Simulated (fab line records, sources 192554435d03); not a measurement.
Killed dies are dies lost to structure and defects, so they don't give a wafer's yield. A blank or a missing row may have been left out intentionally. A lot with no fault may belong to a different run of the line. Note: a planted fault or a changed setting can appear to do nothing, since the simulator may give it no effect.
What tool caused it? + flow n5-finfet + Sampling: 12 lots, 36 wafers, 5 of 1938 route steps

WHAT THE GAUGES SHOWED, per wafer
N5_STI_FIN_REVEAL_INSPECT_13: inspects for defects (darkfield). Usual: raw-defect-count at 11, with a standard deviation of 4.3.
| lot  | measured    | on                | raw-defect-count | flag |
|------|-------------|-------------------|------------------|------|
| L251 | day 2 19:50 | defect-inspect-02 | 6 6 6            |      |
| L252 | day 3 02:19 | defect-inspect-01 | 9 6 12           |      |
| L253 | day 3 08:11 | defect-inspect-02 | 12 3 8           |      |
| L256 | day 4 02:09 | defect-inspect-02 | 14 8 8           |      |
| L257 | day 4 05:50 | defect-inspect-01 | 25 16 18         |      |
| L258 | day 4 13:34 | defect-inspect-02 | 5 15 7           |      |
| L259 | day 4 18:57 | defect-inspect-01 | 6 12 15          |      |
| L260 | day 5 03:24 | defect-inspect-02 | 11 9 5           |      |
| L261 | day 5 10:01 | defect-inspect-01 | 12 15 6          |      |
| L265 | day 6 06:49 | defect-inspect-02 | 11 12 8          |      |
| L266 | day 6 14:10 | defect-inspect-01 | 12 11 603        | OFF  |
| L272 | day 8 02:59 | defect-inspect-02 | 610 14 7         | OFF  |

N5_DUMMY_GATE_THK_MEAS_05. Usual: thk-nm at 72.2 nm, with a standard deviation of 0.86.
| lot  | measured    | on            | thk-nm (nm)    | flag |
|------|-------------|---------------|----------------|------|
| L251 | day 3 00:01 | film-metro-01 | 71.5 71.2 71.5 |      |
| L252 | day 3 09:40 | film-metro-02 | 71.5 73.2 72.7 |      |
| L253 | day 3 16:10 | film-metro-02 | 70.9 71.3 71.9 |      |
| L256 | day 4 10:48 | film-metro-01 | 69.9 73.9 73.0 |      |
| L257 | day 4 10:36 | film-metro-01 | 72.1 72.6 71.9 |      |
| L258 | day 4 18:32 | film-metro-01 | 72.7 71.3 72.8 |      |
| L259 | day 5 02:55 | film-metro-01 | 71.9 71.4 71.1 |      |
| L260 | day 5 07:34 | film-metro-02 | 70.5 71.2 72.8 |      |
| L261 | day 5 14:11 | film-metro-01 | 70.5 71.9 70.0 |      |
| L265 | day 6 11:50 | film-metro-02 | 73.3 72.5 73.2 |      |
| L266 | day 6 19:09 | film-metro-02 | 72.0 71.7 72.2 |      |
| L272 | day 8 11:44 | film-metro-02 | 72.3 72.6 70.5 |      |

EACH LOT AND THE TOOL THAT RAN IT (in order: tool; ch and the chambers of the sampled wafers; start)
| lot  | N5_FIN_CUT_STRIP_22               | N5_STI_FIN_REVEAL_ALD_00         | N5_STI_FIN_REVEAL_PRECLEAN_18      |
|------|-----------------------------------|----------------------------------|------------------------------------|
| L251 | rie-diel-01 ch 2,3, day 2 10:11   | ald-sin-01 ch 0,1,2, day 2 10:43 | wet-bench-06 ch 2,6,7, day 2 19:47 |
| L252 | rie-diel-01 ch 0,2,3, day 2 16:27 | ald-sin-03 ch 0,3, day 2 16:38   | wet-bench-04 ch 2,6,7, day 3 02:14 |
| L253 | rie-diel-01 ch 0,1, day 2 22:40   | ald-sin-04 ch 2,3, day 2 22:52   | wet-bench-04 ch 1,5,6, day 3 08:08 |
| L256 | rie-diel-02 ch 0,2, day 3 17:14   | ald-sin-03 ch 1,3, day 3 17:26   | wet-bench-06 ch 0,2,5, day 4 02:05 |
| L257 | rie-diel-01 ch 0,1,3, day 3 20:58 | ald-sin-04 ch 0,1,2, day 3 21:10 | wet-bench-04 ch 0,5,7, day 4 05:46 |
| L258 | rie-diel-02 ch 2,3, day 4 04:38   | ald-sin-01 ch 0,1,2, day 4 04:52 | wet-bench-06 ch 1,5,7, day 4 13:31 |
| L259 | rie-diel-02 ch 1,3, day 4 10:01   | ald-sin-01 ch 0,1,2, day 4 10:13 | wet-bench-04 ch 0,1,7, day 4 18:53 |
| L260 | rie-diel-03 ch 0,2,3, day 4 16:44 | ald-sin-03 ch 0,2,3, day 4 18:41 | wet-bench-05 ch 0,3,7, day 5 03:20 |
| L261 | rie-diel-02 ch 0,1,3, day 5 01:07 | ald-sin-04 ch 1,2,3, day 5 01:19 | wet-bench-05 ch 2,3,4, day 5 09:57 |
| L265 | rie-diel-01 ch 0,2,3, day 5 21:57 | ald-sin-01 ch 1,2,3, day 5 22:08 | wet-bench-05 ch 0,1,2, day 6 06:46 |
| L266 | rie-diel-02 ch 0,2,3, day 6 05:07 | ald-sin-03 ch 1,2,3, day 6 05:19 | wet-bench-05 ch 0,1,7, day 6 14:07 |
| L272 | rie-diel-03 ch 0,2,3, day 7 17:48 | ald-sin-04 ch 1,2,3, day 7 17:59 | wet-bench-05 ch 1,6,7, day 8 02:56 |
- N5_FIN_CUT_STRIP_22: strips in N2/H2.
- N5_STI_FIN_REVEAL_ALD_00: deposits SiO2, target thk 1 nm, pulse time 1 s.
- N5_STI_FIN_REVEAL_PRECLEAN_18: cleans in SC2, time 45 s.

WHAT THE TOOLS THEMSELVES READ (means of the sampled wafers that have a number; where no wafer has one, the mark that the record gives instead)
N5_FIN_CUT_STRIP_22. Usual: drypump-motor-current-A 5.7 A, standard deviation 0.35; oes-product-au 0.77 a.u., standard deviation 0.054; rf-vpp-V 54.1 V, standard deviation 2.3; showerhead-plenum-p-Torr 3.35 Torr, standard deviation 0.098; throttle-valve-pct 19.18 %, standard deviation 0.28.
| lot  | tool        | drypump-motor-current-A (A) | oes-product-au (a.u.) | rf-vpp-V (V) | showerhead-plenum-p-Torr (Torr) | throttle-valve-pct (%) | flag |
|------|-------------|-----------------------------|-----------------------|--------------|---------------------------------|------------------------|------|
| L251 | rie-diel-01 | 5.8                         | 0.77                  | 56.1         | 3.43                            | 19.01                  |      |
| L252 | rie-diel-01 | 5.9                         | 0.76                  | 55.9         | 3.38                            | 19.07                  |      |
| L253 | rie-diel-01 | 5.9                         | 0.77                  | 52.5         | 3.38                            | 19.27                  |      |
| L256 | rie-diel-02 | 5.8                         | 0.87                  | 52.6         | 3.32                            | 18.76                  |      |
| L257 | rie-diel-01 | 6.1                         | 0.76                  | 56.4         | 3.33                            | 19.27                  |      |
| L258 | rie-diel-02 | 5.2                         | 0.71                  | 52.2         | 3.23                            | 19.22                  |      |
| L259 | rie-diel-02 | 5.4                         | 0.74                  | 56.8         | 3.39                            | 19.16                  |      |
| L260 | rie-diel-03 | 5.4                         | 0.78                  | 52.3         | 3.36                            | 19.24                  |      |
| L261 | rie-diel-02 | 5.5                         | 0.78                  | 54.1         | 3.33                            | 18.99                  |      |
| L265 | rie-diel-01 | 5.9                         | 0.74                  | 53.3         | 3.37                            | 19.13                  |      |
| L266 | rie-diel-02 | 5.5                         | 0.88                  | 55.4         | 3.40                            | 18.86                  |      |
| L272 | rie-diel-03 | 5.4                         | 0.75                  | 53.0         | 3.34                            | 19.28                  |      |

N5_STI_FIN_REVEAL_ALD_00. Usual: heater-power-w 478 W, standard deviation 53; precursor-pulse-height-rel 1.002, standard deviation 0.02.
| lot  | tool       | heater-power-w (W) | precursor-pulse-height-rel | flag |
|------|------------|--------------------|----------------------------|------|
| L251 | ald-sin-01 | 501                | 1.013                      |      |
| L252 | ald-sin-03 | 442                | 1.004                      |      |
| L253 | ald-sin-04 | 471                | 1.006                      |      |
| L256 | ald-sin-03 | 518                | 1.009                      |      |
| L257 | ald-sin-04 | 429                | 1.002                      |      |
| L258 | ald-sin-01 | 497                | 1.002                      |      |
| L259 | ald-sin-01 | 496                | 0.993                      |      |
| L260 | ald-sin-03 | 444                | 0.990                      |      |
| L261 | ald-sin-04 | 475                | 1.012                      |      |
| L265 | ald-sin-01 | 513                | 1.009                      |      |
| L266 | ald-sin-03 | 485                | 0.992                      |      |
| L272 | ald-sin-04 | 469                | 1.008                      |      |

THE ANSWER, worked out from the rows above alone
Rule: a lot counts as off when the mean over its wafers that have a number is more than 3 standard deviations away from the usual mean. A lot without any number at a reading at which 4 lots or more have one is off too. Where the step has rows for the other lots, those lots are counted as sound. After the gauges, taken in route order, come the tools' own readings; for these a lot's mean is taken, as printed above. The first step at which some lot is off is used, and at that step the reading that is off furthest; a lot without a number counts as furthest.
Off: L266, L272 (N5_STI_FIN_REVEAL_INSPECT_13, raw-defect-count).
A tool fits if, at a process step before that reading, it ran every lot that is off, and no sound lot after the first of them. The gauges at N5_STI_FIN_REVEAL_INSPECT_13 are tried like those tools. One fits: N5_STI_FIN_REVEAL_PRECLEAN_18 on wet-bench-05. A fault onset in the window from L265 (day 6 06:46, its last sound lot) to L266 (day 6 14:07, its first lot off) fits.

WHAT HAD BEEN PUT IN BY THE SIMULATOR
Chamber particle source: wet-bench-05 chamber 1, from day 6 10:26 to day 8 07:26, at N5_STI_FIN_REVEAL_PRECLEAN_18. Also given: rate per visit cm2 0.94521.
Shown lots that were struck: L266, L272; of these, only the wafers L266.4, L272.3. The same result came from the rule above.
